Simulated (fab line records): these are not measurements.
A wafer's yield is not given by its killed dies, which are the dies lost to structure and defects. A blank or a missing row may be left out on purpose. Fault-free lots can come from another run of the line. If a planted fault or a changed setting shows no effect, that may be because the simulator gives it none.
fab line records	flow n5Finfet
record lots=24	wafers=72	lastDay=18
route steps=1938 shown HKMG_FIN@452 GATE_CUT@467 MOL_CONTACT_COAG@527
lots with no fault: from the same line, run without faults
startH: start of the lot's first displayed wafer, in hours after the record's first day	waitH: hours since the lot's step before	" unchanged from the row above	L1.1+2: a single row standing in for several wafers	- no value, or no start given	* or withheld: withheld	< > ~ a bound
route shown NAME@n: NAME is a module with steps in the file, n the number in the route of the first one	usual: mean/standard deviation of fault-free wafers	same: alike in all rows	chamber/n: place in a boat	sites: per-site readings	_std_site: their standard deviation	_edge_site: outer sites' mean less inner sites'	radiusMm: how far each site lies from the wafer's centre	mask NAME#n: copy n	behind: the last tool/chamber to shape the wafer	hold: why the lot went on hold/how many hours it stayed there/how the hold came to an end	device: names the non-switching transistor (n, p or np)	end of line: the route-end tests of the same wafers	where a step has no rows: the recipe by itself	killed: count of dies lost to structure and defects at first sort (not the wafer's yield)	map: shows each die of a wafer: x if killed, . if not, _ if none is there
set.NAME: setting as actually run; set.NAME@STEP: the setting as run at that earlier step	model.NAME: the simulator's own value behind a step, which no gauge read
one table for each step of the route and one row for each wafer, over a sample of lots
services: from which hour (startH, from the record's first day; less than 0 if before it) a tool's chamber was out of use, for how many hours, and why
## steps
# step N5_HKMG_FIN_STRIP_90
# recipe chemistry=N2/H2	material=SOC	timeS=20	powerW=500	tempC=40	pressureMtorr=50	rfFrequencyHz=6e+07	biasPowerW=8	h2Frac=0.5	n2FlowSccm=300	h2FlowSccm=300
# usual drypumpMotorCurrentA=5.5/0.5	h2FlowSccm=300.2/0.86	oesProductAu=0.83/0.073	rfVppV=54.3/0.94	showerheadPlenumPTorr=3.36/0.093	tempC=39.97/0.11	throttleValvePct=19.0/0.46
lot.wafer	tool	chamber	startH	waitH	drypumpMotorCurrentA	h2FlowSccm	oesProductAu	rfHoursCounterH	rfVppV	showerheadPlenumPTorr	tempC	throttleValvePct
L074.4	rieDiel-03	0	80.39	0.0	5.5	301.2	0.89	-	54.5	3.55	40.02	18.1
L074.5	"	3	"	"	6.0	298.7	0.79	-	53.2	3.38	39.83	19.4
L074.6	"	1	"	"	6.1	300.9	0.96	-	54.7	3.44	40.01	18.7
L075.2	rieDiel-06	1	86.59	0.0	4.8	300.6	0.76	134	52.6	3.22	39.91	18.9
L075.4	"	0	"	"	6.3	300.8	0.93	12	54.6	3.29	40.07	18.6
L075.6	"	0	"	"	6.3	301.1	0.93	-	55.3	3.29	40.20	18.6
L076.2	rieDiel-02	1	91.06	0.0	5.1	300.3	0.92	7	54.9	3.30	40.00	19.1
L076.3	"	0	"	"	5.4	299.1	0.75	124	53.6	3.37	39.98	19.2
L076.5	"	1	"	"	5.1	300.2	0.90	-	54.8	3.30	39.90	19.1
L077.1	rieDiel-03	0	97.51	0.0	5.5	299.2	0.86	46	56.0	3.55	39.82	18.1
L077.2	"	1	"	"	6.1	301.9	0.94	15	53.1	3.44	40.11	18.7
L077.5	"	1	"	"	6.2	299.6	0.92	-	56.5	3.44	40.06	18.7
L078.2	rieDiel-02	2	106.51	0.0	5.1	298.9	0.99	3	53.8	3.31	40.04	19.6
L078.5	"	2	"	"	5.2	299.1	1.00	-	55.3	3.31	39.95	19.6
L078.6	"	1	"	"	5.1	299.9	0.88	-	54.4	3.30	40.06	19.1
L079.3	rieDiel-02	1	119.38	0.0	5.0	301.2	0.87	21	53.8	3.30	39.81	19.1
L079.4	"	3	"	"	5.4	299.1	0.79	128	54.1	3.51	40.08	18.7
L079.5	"	2	"	"	5.1	300.0	0.98	-	54.6	3.31	39.99	19.6
L080.2	rieDiel-02	3	121.45	0.0	5.4	300.3	0.78	128	55.0	3.51	40.11	18.7
L080.5	"	0	"	"	5.4	301.3	0.73	-	55.9	3.36	40.04	19.3
L080.6	"	1	"	"	5.1	299.3	0.88	-	54.9	3.29	39.98	19.1
L081.2	rieDiel-06	3	126.70	0.0	6.6	300.1	0.82	73	53.7	3.41	39.84	19.5
L081.4	"	1	"	"	4.8	300.4	0.75	145	54.0	3.21	39.94	18.9
L081.5	"	2	"	"	5.4	299.3	0.83	-	54.9	3.26	39.94	18.5
L082.1	rieDiel-06	3	127.57	0.0	6.6	300.1	0.83	73	52.8	3.41	39.90	19.5
L082.3	"	2	"	"	5.4	300.9	0.83	77	54.3	3.26	39.94	18.5
L082.5	"	0	"	"	6.3	300.1	0.90	-	53.6	3.29	39.86	18.7
L083.1	rieDiel-06	3	134.00	0.0	6.6	299.4	0.82	77	53.9	3.41	40.08	19.5
L083.3	"	1	"	"	4.8	299.2	0.75	148	55.4	3.21	40.00	19.0
L083.4	"	3	"	"	6.6	300.4	0.83	-	55.4	3.41	40.11	19.5
L084.2	rieDiel-02	3	137.47	0.0	5.4	299.3	0.78	133	54.9	3.50	39.85	18.7
L084.4	"	0	"	"	5.4	300.9	0.73	142	54.8	3.36	40.05	19.3
L084.6	"	2	"	"	5.1	298.8	0.96	-	54.4	3.31	40.07	19.7
L085.1	rieDiel-06	2	145.35	0.0	5.4	300.3	0.82	84	52.6	3.25	39.80	18.5
L085.2	"	1	"	"	4.8	299.7	0.74	153	52.9	3.21	40.01	19.0
L085.6	"	0	"	"	6.3	301.7	0.89	-	54.5	3.28	40.18	18.7
L086.3	rieDiel-02	0	151.55	0.0	5.4	299.6	0.72	147	52.4	3.36	39.99	19.3
L086.4	"	1	"	"	5.1	300.5	0.84	32	55.7	3.29	39.92	19.1
L086.5	"	1	"	"	5.1	300.6	0.85	-	53.7	3.29	39.93	19.2
L087.3	rieDiel-02	1	155.05	0.0	5.1	300.8	0.85	33	54.7	3.29	39.86	19.1
L087.4	"	2	"	"	5.2	300.2	0.93	20	53.5	3.30	40.05	19.7
L087.5	"	0	"	"	5.4	301.0	0.72	-	53.6	3.36	40.07	19.3
L088.2	rieDiel-02	0	164.41	0.0	5.4	300.7	0.72	152	53.9	3.36	40.05	19.3
L088.4	"	3	"	"	5.4	300.0	0.77	-	54.1	3.50	40.08	18.7
L088.5	"	0	"	"	5.4	300.8	0.71	-	54.3	3.36	39.92	19.3
L089.2	rieDiel-03	3	174.51	0.0	6.0	297.8	0.77	131	54.8	3.36	39.95	19.4
L089.3	"	2	"	"	5.6	300.5	0.89	29	54.7	3.41	40.07	18.2
L089.5	"	0	"	"	5.5	299.3	0.83	-	55.7	3.54	40.00	18.1
L090.3	rieDiel-03	2	182.63	0.0	5.6	298.9	0.89	31	54.6	3.41	40.06	18.2
L090.4	"	0	"	"	5.5	298.8	0.82	73	56.3	3.53	39.99	18.1
L090.5	"	3	"	"	6.0	300.2	0.77	-	53.5	3.36	39.92	19.4
L092.1	rieDiel-03	3	186.24	0.0	6.0	300.6	0.76	135	56.4	3.36	39.95	19.4
L092.2	"	0	"	"	5.5	299.7	0.83	75	56.4	3.53	40.00	18.1
L092.3	"	2	"	"	5.6	299.6	0.87	33	55.1	3.41	39.91	18.2
L091.1	rieDiel-03	1	186.56	0.0	6.1	300.0	0.87	45	54.7	3.42	39.79	18.7
L091.2	"	0	"	"	5.5	301.0	0.83	75	54.7	3.53	39.76	18.2
L091.3	"	2	"	"	5.6	298.7	0.88	34	54.7	3.41	39.88	18.2
L093.2	rieDiel-06	0	193.31	0.0	6.2	300.4	0.86	41	54.0	3.28	40.10	18.7
L093.3	"	3	"	"	6.6	300.2	0.80	96	54.0	3.40	39.81	19.5
L093.4	"	1	"	"	4.8	299.9	0.72	168	53.5	3.20	40.15	19.0
L094.1	rieDiel-02	0	202.70	0.0	5.4	301.9	0.72	162	54.1	3.35	40.08	19.3
L094.5	"	0	"	"	5.4	300.5	0.71	-	53.1	3.35	40.02	19.3
L094.6	"	1	"	"	5.1	300.1	0.83	-	54.7	3.28	39.93	19.2
L095.2	rieDiel-02	1	212.94	0.0	5.0	299.9	0.82	50	53.4	3.28	40.07	19.2
L095.3	"	2	"	"	5.1	300.2	0.90	39	54.6	3.29	39.79	19.7
L095.4	"	3	"	"	5.4	300.0	0.75	157	52.7	3.49	40.14	18.8
L097.2	rieDiel-06	1	224.05	0.0	4.8	300.2	0.72	178	53.5	3.19	40.01	19.0
L097.4	"	3	"	"	6.6	299.6	0.78	107	54.1	3.39	39.85	19.6
L097.5	"	0	"	"	6.3	301.6	0.85	-	53.8	3.27	40.00	18.7
L096.1	rieDiel-02	1	227.31	0.0	5.1	299.7	0.81	55	53.5	3.28	39.95	19.2
L096.2	"	2	"	"	5.1	300.0	0.88	45	53.3	3.29	40.08	19.7
L096.4	"	0	"	"	5.4	299.4	0.71	171	54.3	3.35	39.90	19.3
# step N5_GATE_CUT_ETCHBACK_30
# recipe chemistry=Cl2/Ar	target=TiN	targetDepthA=30	mode=isotropic	pressureMtorr=10	icpW=600	biasW=60	Cl2_flow_sccm=40	Ar_flow_sccm=60
# usual drypumpMotorCurrentA=5.7/0.54	oesProductAu=0.78/0.097	throttleValvePct=20.80/0.16
lot.wafer	tool	chamber	startH	waitH	drypumpMotorCurrentA	oesProductAu	rfHoursCounterH	throttleValvePct
L074.4	rieMetal-03	0	82.67	0.0	4.6	0.81	-	20.89
L074.5	"	1	"	"	5.9	0.73	-	20.53
L074.6	"	0	"	"	4.6	0.82	-	20.89
L075.2	rieMetal-03	0	88.80	0.1	4.6	0.81	28	20.88
L075.4	"	1	"	"	6.0	0.72	-	20.56
L075.6	"	0	"	"	4.6	0.81	-	20.88
L076.2	rieMetal-01	1	93.23	0.1	5.8	0.66	101	21.01
L076.3	"	1	"	"	5.8	0.67	-	21.00
L076.5	"	1	"	"	5.8	0.68	-	21.01
L077.1	rieMetal-02	0	100.01	0.1	6.1	0.76	49	20.91
L077.2	"	0	"	"	6.1	0.76	-	20.90
L077.5	"	0	"	"	6.1	0.76	-	20.91
L078.2	rieMetal-02	0	108.90	0.1	6.1	0.75	-	20.91
L078.5	"	0	"	"	6.1	0.75	-	20.93
L078.6	"	0	"	"	6.1	0.75	-	20.92
L079.3	rieMetal-03	1	121.63	0.0	5.9	0.72	-	20.53
L079.4	"	0	"	"	4.6	0.79	-	20.91
L079.5	"	0	"	"	4.7	0.80	-	20.90
L080.2	rieMetal-03	0	123.89	0.1	4.6	0.80	32	20.91
L080.5	"	0	"	"	4.6	0.80	-	20.91
L080.6	"	1	"	"	6.0	0.71	-	20.55
L081.2	rieMetal-02	1	128.87	0.1	5.6	0.98	1	20.80
L081.4	"	0	"	"	6.1	0.73	-	20.91
L081.5	"	1	"	"	5.6	0.99	-	20.79
L082.1	rieMetal-03	0	129.74	0.1	4.6	0.80	33	20.91
L082.3	"	1	"	"	5.9	0.72	-	20.55
L082.5	"	1	"	"	5.9	0.72	-	20.53
L083.1	rieMetal-03	1	136.39	0.1	5.9	0.71	75	20.56
L083.3	"	1	"	"	5.9	0.71	-	20.54
L083.4	"	1	"	"	5.9	0.71	-	20.55
L084.2	rieMetal-01	1	139.65	0.1	5.8	0.66	104	21.02
L084.4	"	1	"	"	5.8	0.66	-	21.02
L084.6	"	0	"	"	6.2	0.91	-	20.70
L085.1	rieMetal-02	1	147.53	0.1	5.5	0.97	2	20.78
L085.2	"	0	"	"	6.1	0.75	55	20.91
L085.6	"	0	"	"	6.1	0.75	-	20.91
L086.3	rieMetal-02	1	153.73	0.0	5.6	0.97	-	20.79
L086.4	"	0	"	"	6.1	0.75	-	20.91
L086.5	"	1	"	"	5.6	0.97	-	20.80
L087.3	rieMetal-02	1	157.24	0.0	5.6	0.97	-	20.79
L087.4	"	0	"	"	6.1	0.74	-	20.91
L087.5	"	1	"	"	5.6	0.96	-	20.81
L088.2	rieMetal-02	1	166.58	0.1	5.6	0.94	4	20.82
L088.4	"	0	"	"	6.1	0.74	-	20.91
L088.5	"	1	"	"	5.6	0.94	-	20.82
L089.2	rieMetal-03	0	176.68	0.1	4.6	0.79	34	20.91
L089.3	"	1	"	"	5.9	0.70	-	20.56
L089.5	"	1	"	"	5.9	0.71	-	20.56
L090.3	rieMetal-01	1	184.82	0.0	5.8	0.65	-	21.04
L090.4	"	0	"	"	6.2	0.90	-	20.70
L090.5	"	1	"	"	5.8	0.66	-	21.02
L092.1	rieMetal-03	1	188.41	0.1	5.9	0.71	78	20.56
L092.2	"	0	"	"	4.6	0.79	35	20.90
L092.3	"	0	"	"	4.6	0.80	-	20.89
L091.1	rieMetal-01	0	188.77	0.1	6.2	0.89	9	20.72
L091.2	"	1	"	"	5.8	0.65	109	21.04
L091.3	"	0	"	"	6.2	0.89	-	20.71
L093.2	rieMetal-02	1	195.48	0.1	5.6	0.93	6	20.82
L093.3	"	1	"	"	5.6	0.92	-	20.81
L093.4	"	0	"	"	6.1	0.73	-	20.94
L094.1	rieMetal-03	0	204.91	0.1	4.6	0.78	37	20.91
L094.5	"	1	"	"	6.0	0.70	-	20.56
L094.6	"	0	"	"	4.6	0.78	-	20.92
L095.2	rieMetal-02	0	215.28	0.1	6.1	0.73	61	20.93
L095.3	"	1	"	"	5.6	0.92	-	20.80
L095.4	"	0	"	"	6.1	0.73	-	20.92
L097.2	rieMetal-03	0	226.22	0.1	4.6	0.78	39	20.91
L097.4	"	1	"	"	5.9	0.69	-	20.57
L097.5	"	0	"	"	4.6	0.78	-	20.92
L096.1	rieMetal-01	1	229.48	0.1	5.8	0.64	111	21.05
L096.2	"	0	"	"	6.2	0.87	11	20.73
L096.4	"	1	"	"	5.8	0.64	-	21.05
# step N5_GATE_CUT_VAPOR_ETCH_51
# recipe chemistry=BCl3/Cl2	target=HfO2	mode=isotropic
# usual drypumpMotorCurrentA=5.7/0.5	oesProductAu=0.78/0.1
lot.wafer	tool	chamber	startH	waitH	drypumpMotorCurrentA	oesProductAu
L074.4	rieMetal-03	0	86.77	0.0	4.6	0.82
L074.5	"	1	"	"	5.9	0.71
L074.6	"	0	"	"	4.6	0.82
L075.2	rieMetal-02	0	93.01	0.0	6.1	0.78
L075.4	"	0	"	"	6.1	0.77
L075.6	"	1	"	"	5.6	0.59
L076.2	rieMetal-01	0	97.66	0.0	6.2	0.98
L076.3	"	1	"	"	5.8	0.67
L076.5	"	1	"	"	5.8	0.67
L077.1	rieMetal-02	0	104.40	0.1	6.1	0.76
L077.2	"	0	"	"	6.1	0.76
L077.5	"	0	"	"	6.1	0.76
L078.2	rieMetal-02	0	113.58	0.1	6.1	0.75
L078.5	"	0	"	"	6.1	0.76
L078.6	"	0	"	"	6.1	0.76
L079.3	rieMetal-01	1	125.85	0.0	5.8	0.66
L079.4	"	0	"	"	6.2	0.95
L079.5	"	0	"	"	6.2	0.93
L080.2	rieMetal-03	0	128.06	0.0	4.6	0.81
L080.5	"	1	"	"	5.9	0.71
L080.6	"	0	"	"	4.6	0.82
L081.2	rieMetal-03	1	133.22	0.1	5.9	0.70
L081.4	"	1	"	"	5.9	0.70
L081.5	"	1	"	"	5.9	0.70
L082.1	rieMetal-03	1	134.22	0.1	5.9	0.70
L082.3	"	1	"	"	5.8	0.70
L082.5	"	1	"	"	5.9	0.70
L083.1	rieMetal-02	1	140.55	0.0	5.6	0.97
L083.3	"	0	"	"	6.1	0.75
L083.4	"	1	"	"	5.6	0.97
L084.2	rieMetal-02	1	143.88	0.0	5.6	0.95
L084.4	"	0	"	"	6.1	0.76
L084.6	"	1	"	"	5.6	0.96
L085.1	rieMetal-02	1	151.90	0.0	5.6	0.96
L085.2	"	0	"	"	6.1	0.76
L085.6	"	1	"	"	5.6	0.95
L086.3	rieMetal-01	0	157.82	0.0	6.2	0.92
L086.4	"	1	"	"	5.8	0.64
L086.5	"	1	"	"	5.8	0.65
L087.3	rieMetal-01	1	161.57	0.0	5.8	0.66
L087.4	"	0	"	"	6.2	0.92
L087.5	"	1	"	"	5.8	0.65
L088.2	rieMetal-02	0	170.79	0.0	6.1	0.74
L088.4	"	0	"	"	6.1	0.75
L088.5	"	0	"	"	6.1	0.75
L089.2	rieMetal-01	1	180.90	0.0	5.8	0.65
L089.3	"	1	"	"	5.8	0.65
L089.5	"	1	"	"	5.8	0.65
L090.3	rieMetal-03	1	189.05	0.0	5.9	0.69
L090.4	"	0	"	"	4.6	0.80
L090.5	"	1	"	"	5.9	0.69
L092.1	rieMetal-03	1	192.93	0.0	5.9	0.69
L092.2	"	0	"	"	4.6	0.80
L092.3	"	1	"	"	5.9	0.69
L091.1	rieMetal-03	0	193.82	0.0	4.6	0.80
L091.2	"	1	"	"	5.9	0.69
L091.3	"	0	"	"	4.6	0.80
L093.2	rieMetal-03	1	199.78	0.0	5.9	0.69
L093.3	"	1	"	"	5.9	0.69
L093.4	"	0	"	"	4.6	0.80
L094.1	rieMetal-02	1	209.50	0.0	5.6	0.91
L094.5	"	0	"	"	6.1	0.73
L094.6	"	1	"	"	5.6	0.91
L095.2	rieMetal-02	0	220.10	0.0	6.1	0.74
L095.3	"	1	"	"	5.6	0.91
L095.4	"	0	"	"	6.1	0.74
L097.2	rieMetal-02	1	230.42	0.0	5.6	0.90
L097.4	"	0	"	"	6.1	0.74
L097.5	"	1	"	"	5.6	0.91
L096.1	rieMetal-03	1	233.70	0.0	5.9	0.68
L096.2	"	0	"	"	4.6	0.79
L096.4	"	0	"	"	4.6	0.79
# step N5_GATE_CUT_THK_MEAS_24
# recipe reads=SiO2_of_GATE_CUT_HM_DEP_46+SiO2_flowable_of_ILD0_FCVD_FILL_01
# usual GC_FILL_THK=220.2/1.8
lot.wafer	tool	chamber	startH	waitH	GC_FILL_THK[nm]
L074.4	filmMetro-01	-	88.93	-	222.4
L074.5	"	-	"	"	223.0
L074.6	"	-	"	"	220.0
L075.2	filmMetro-02	-	95.00	-	217.9
L075.4	"	-	"	"	221.0
L075.6	"	-	"	"	220.1
L076.2	filmMetro-02	-	100.20	-	219.4
L076.3	"	-	"	"	219.1
L076.5	"	-	"	"	221.5
L077.1	filmMetro-02	-	106.42	-	221.4
L077.2	"	-	"	"	219.9
L077.5	"	-	"	"	224.2
L078.2	filmMetro-01	-	115.60	-	217.4
L078.5	"	-	"	"	219.9
L078.6	"	-	"	"	220.0
L079.3	filmMetro-02	-	127.83	-	220.0
L079.4	"	-	"	"	221.3
L079.5	"	-	"	"	222.1
L080.2	filmMetro-01	-	130.06	-	216.8
L080.5	"	-	"	"	219.9
L080.6	"	-	"	"	223.1
L081.2	filmMetro-01	-	135.24	-	218.8
L081.4	"	-	"	"	217.8
L081.5	"	-	"	"	221.4
L082.1	filmMetro-02	-	136.46	-	217.3
L082.3	"	-	"	"	220.5
L082.5	"	-	"	"	221.8
L083.1	filmMetro-02	-	142.55	-	220.2
L083.3	"	-	"	"	221.5
L083.4	"	-	"	"	223.1
L084.2	filmMetro-01	-	145.88	-	219.4
L084.4	"	-	"	"	218.7
L084.6	"	-	"	"	222.0
L085.1	filmMetro-01	-	153.89	-	218.9
L085.2	"	-	"	"	219.3
L085.6	"	-	"	"	220.2
L086.3	filmMetro-01	-	159.80	-	219.0
L086.4	"	-	"	"	222.2
L086.5	"	-	"	"	221.6
L087.3	filmMetro-01	-	163.55	-	219.6
L087.4	"	-	"	"	223.9
L087.5	"	-	"	"	222.2
L088.2	filmMetro-01	-	172.78	-	219.8
L088.4	"	-	"	"	219.9
L088.5	"	-	"	"	221.4
L089.2	filmMetro-01	-	182.89	-	217.3
L089.3	"	-	"	"	218.2
L089.5	"	-	"	"	220.3
L090.3	filmMetro-02	-	193.03	-	219.3
L090.4	"	-	"	"	220.5
L090.5	"	-	"	"	219.3
L092.1	filmMetro-01	-	194.91	-	218.6
L092.2	"	-	"	"	221.1
L092.3	"	-	"	"	222.4
L091.1	filmMetro-01	-	195.86	-	221.0
L091.2	"	-	"	"	216.0
L091.3	"	-	"	"	220.3
L093.2	filmMetro-02	-	201.85	-	218.1
L093.3	"	-	"	"	217.8
L093.4	"	-	"	"	218.6
L094.1	filmMetro-02	-	211.49	-	219.8
L094.5	"	-	"	"	223.1
L094.6	"	-	"	"	222.4
L095.2	filmMetro-02	-	223.14	-	220.7
L095.3	"	-	"	"	216.8
L095.4	"	-	"	"	223.4
L097.2	filmMetro-01	-	232.41	-	218.6
L097.4	"	-	"	"	219.6
L097.5	"	-	"	"	220.9
L096.1	filmMetro-02	-	235.68	-	219.6
L096.2	"	-	"	"	221.1
L096.4	"	-	"	"	222.7
# step N5_MOL_CONTACT_COAG_OVL_MEAS_09
# recipe pointsPerWafer=522
# usual CA_OVL=0.3/0.78
lot.wafer	tool	chamber	startH	waitH	CA_OVL[nm]
L074.4	overlay-01	0	90.27	0.0	0.2
L074.5	"	0	"	"	0.9
L074.6	"	0	"	"	0.5
L075.2	overlay-01	0	96.21	0.0	0.2
L075.4	"	0	"	"	0.9
L075.6	"	0	"	"	0.7
L076.2	overlay-01	0	101.28	0.0	0.6
L076.3	"	0	"	"	1.1
L076.5	"	0	"	"	0.1
L077.1	overlay-02	0	107.49	0.0	1.0
L077.2	"	0	"	"	0.2
L077.5	"	0	"	"	0.9
L078.2	overlay-01	0	116.80	0.0	1.3
L078.5	"	0	"	"	1.4
L078.6	"	0	"	"	1.9
L079.3	overlay-01	0	129.04	0.0	1.1
L079.4	"	0	"	"	1.5
L079.5	"	0	"	"	0.0
L080.2	overlay-01	0	131.13	0.0	-0.2
L080.5	"	0	"	"	-0.7
L080.6	"	0	"	"	0.3
L081.2	overlay-02	0	136.44	0.0	0.3
L081.4	"	0	"	"	0.8
L081.5	"	0	"	"	0.1
L082.1	overlay-01	0	137.66	0.0	0.8
L082.3	"	0	"	"	0.6
L082.5	"	0	"	"	1.4
L083.1	overlay-02	0	143.62	0.0	-0.5
L083.3	"	0	"	"	-1.2
L083.4	"	0	"	"	0.0
L084.2	overlay-02	0	146.96	0.0	-1.1
L084.4	"	0	"	"	-1.0
L084.6	"	0	"	"	0.1
L085.1	overlay-02	0	154.96	0.0	0.4
L085.2	"	0	"	"	0.5
L085.6	"	0	"	"	0.3
L086.3	overlay-01	0	160.89	0.0	-0.6
L086.4	"	0	"	"	1.3
L086.5	"	0	"	"	0.6
L087.3	overlay-01	0	164.63	0.0	-0.2
L087.4	"	0	"	"	0.8
L087.5	"	0	"	"	-0.6
L088.2	overlay-02	0	173.85	0.0	-0.9
L088.4	"	0	"	"	-0.9
L088.5	"	0	"	"	0.4
L089.2	overlay-01	0	183.96	0.0	-0.1
L089.3	"	0	"	"	-0.9
L089.5	"	0	"	"	-0.2
L090.3	overlay-01	0	194.24	0.0	0.8
L090.4	"	0	"	"	0.4
L090.5	"	0	"	"	1.1
L092.1	overlay-01	0	196.12	0.0	0.6
L092.2	"	0	"	"	0.0
L092.3	"	0	"	"	0.0
L091.1	overlay-01	0	196.93	0.0	0.2
L091.2	"	0	"	"	0.5
L091.3	"	0	"	"	-0.4
L093.2	overlay-02	0	203.14	0.0	-0.1
L093.3	"	0	"	"	-0.2
L093.4	"	0	"	"	-0.8
L094.1	overlay-02	0	212.68	0.0	1.3
L094.5	"	0	"	"	1.6
L094.6	"	0	"	"	-0.2
L095.2	overlay-01	0	224.21	0.0	0.2
L095.3	"	0	"	"	1.6
L095.4	"	0	"	"	-0.3
L097.2	overlay-02	0	233.61	0.0	0.1
L097.4	"	0	"	"	0.5
L097.5	"	0	"	"	1.4
L096.1	overlay-02	0	236.75	0.0	0.0
L096.2	"	0	"	"	0.7
L096.4	"	0	"	"	0.2
# step N5_MOL_CONTACT_COAG_INSPECT_10
# recipe mode=adi	inspectInstrument=brightfield
# usual rawDefectCount=72/31
lot.wafer	tool	chamber	startH	waitH	rawDefectCount
L074.4	defectInspect-01	-	90.31	0.0	20
L074.5	"	-	"	"	47
L074.6	"	-	"	"	64
L075.2	defectInspect-02	-	96.26	0.0	78
L075.4	"	-	"	"	29
L075.6	"	-	"	"	111
L076.2	defectInspect-02	-	101.33	0.0	56
L076.3	"	-	"	"	81
L076.5	"	-	"	"	72
L077.1	defectInspect-01	-	107.55	0.1	63
L077.2	"	-	"	"	76
L077.5	"	-	"	"	82
L078.2	defectInspect-02	-	116.85	0.0	55
L078.5	"	-	"	"	96
L078.6	"	-	"	"	90
L079.3	defectInspect-02	-	129.08	0.0	55
L079.4	"	-	"	"	56
L079.5	"	-	"	"	75
L080.2	defectInspect-01	-	131.19	0.0	116
L080.5	"	-	"	"	125
L080.6	"	-	"	"	202
L081.2	defectInspect-02	-	136.49	0.0	72
L081.4	"	-	"	"	80
L081.5	"	-	"	"	90
L082.1	defectInspect-01	-	137.71	0.1	68
L082.3	"	-	"	"	51
L082.5	"	-	"	"	88
L083.1	defectInspect-02	-	143.68	0.1	98
L083.3	"	-	"	"	39
L083.4	"	-	"	"	49
L084.2	defectInspect-01	-	147.01	0.0	58
L084.4	"	-	"	"	60
L084.6	"	-	"	"	46
L085.1	defectInspect-02	-	155.02	0.1	87
L085.2	"	-	"	"	71
L085.6	"	-	"	"	104
L086.3	defectInspect-01	-	160.93	0.0	86
L086.4	"	-	"	"	75
L086.5	"	-	"	"	99
L087.3	defectInspect-01	-	164.68	0.0	40
L087.4	"	-	"	"	40
L087.5	"	-	"	"	52
L088.2	defectInspect-01	-	173.91	0.0	76
L088.4	"	-	"	"	95
L088.5	"	-	"	"	69
L089.2	defectInspect-01	-	184.02	0.0	71
L089.3	"	-	"	"	53
L089.5	"	-	"	"	70
L090.3	defectInspect-02	-	194.29	0.0	112
L090.4	"	-	"	"	148
L090.5	"	-	"	"	129
L092.1	defectInspect-02	-	196.18	0.1	32
L092.2	"	-	"	"	37
L092.3	"	-	"	"	56
L091.1	defectInspect-01	-	196.99	0.1	32
L091.2	"	-	"	"	44
L091.3	"	-	"	"	39
L093.2	defectInspect-02	-	203.20	0.1	53
L093.3	"	-	"	"	50
L093.4	"	-	"	"	30
L094.1	defectInspect-02	-	212.74	0.1	131
L094.5	"	-	"	"	94
L094.6	"	-	"	"	120
L095.2	defectInspect-02	-	224.27	0.0	112
L095.3	"	-	"	"	50
L095.4	"	-	"	"	39
L097.2	defectInspect-01	-	233.66	0.0	53
L097.4	"	-	"	"	47
L097.5	"	-	"	"	67
L096.1	defectInspect-01	-	236.81	0.1	30
L096.2	"	-	"	"	49
L096.4	"	-	"	"	60
## services
tool	chamber	startH	hours	kind
rieDiel-02	-	63.34	4.1	repair
rieMetal-01	0	63.46	-	clean
rieMetal-01	0	63.46	24.6	scheduledDown
rieMetal-01	0	63.46	24.6	ventCycle
rieDiel-03	2	68.24	-	clean
rieDiel-03	2	68.24	-	consumableReplace:focusRing
rieDiel-03	2	68.24	21.9	scheduledDown
rieDiel-03	2	68.24	21.9	ventCycle
rieDiel-02	2	74.93	-	clean
rieDiel-02	2	74.93	-	consumableReplace:focusRing
rieDiel-02	2	74.93	26.6	scheduledDown
rieDiel-02	2	74.93	26.6	ventCycle
rieMetal-02	1	96.26	-	clean
rieMetal-02	1	96.26	25.2	scheduledDown
rieMetal-02	1	96.26	25.2	ventCycle
rieDiel-06	-	100.57	14.6	pm
rieDiel-06	0	131.05	5.5	repair
rieMetal-03	0	132.05	12.0	repair
rieDiel-06	0	162.38	3.7	repair
rieDiel-02	1	162.82	3.1	repair
rieMetal-01	-	195.05	14.6	pm
rieMetal-01	-	210.27	0.7	repair
## key
fault none
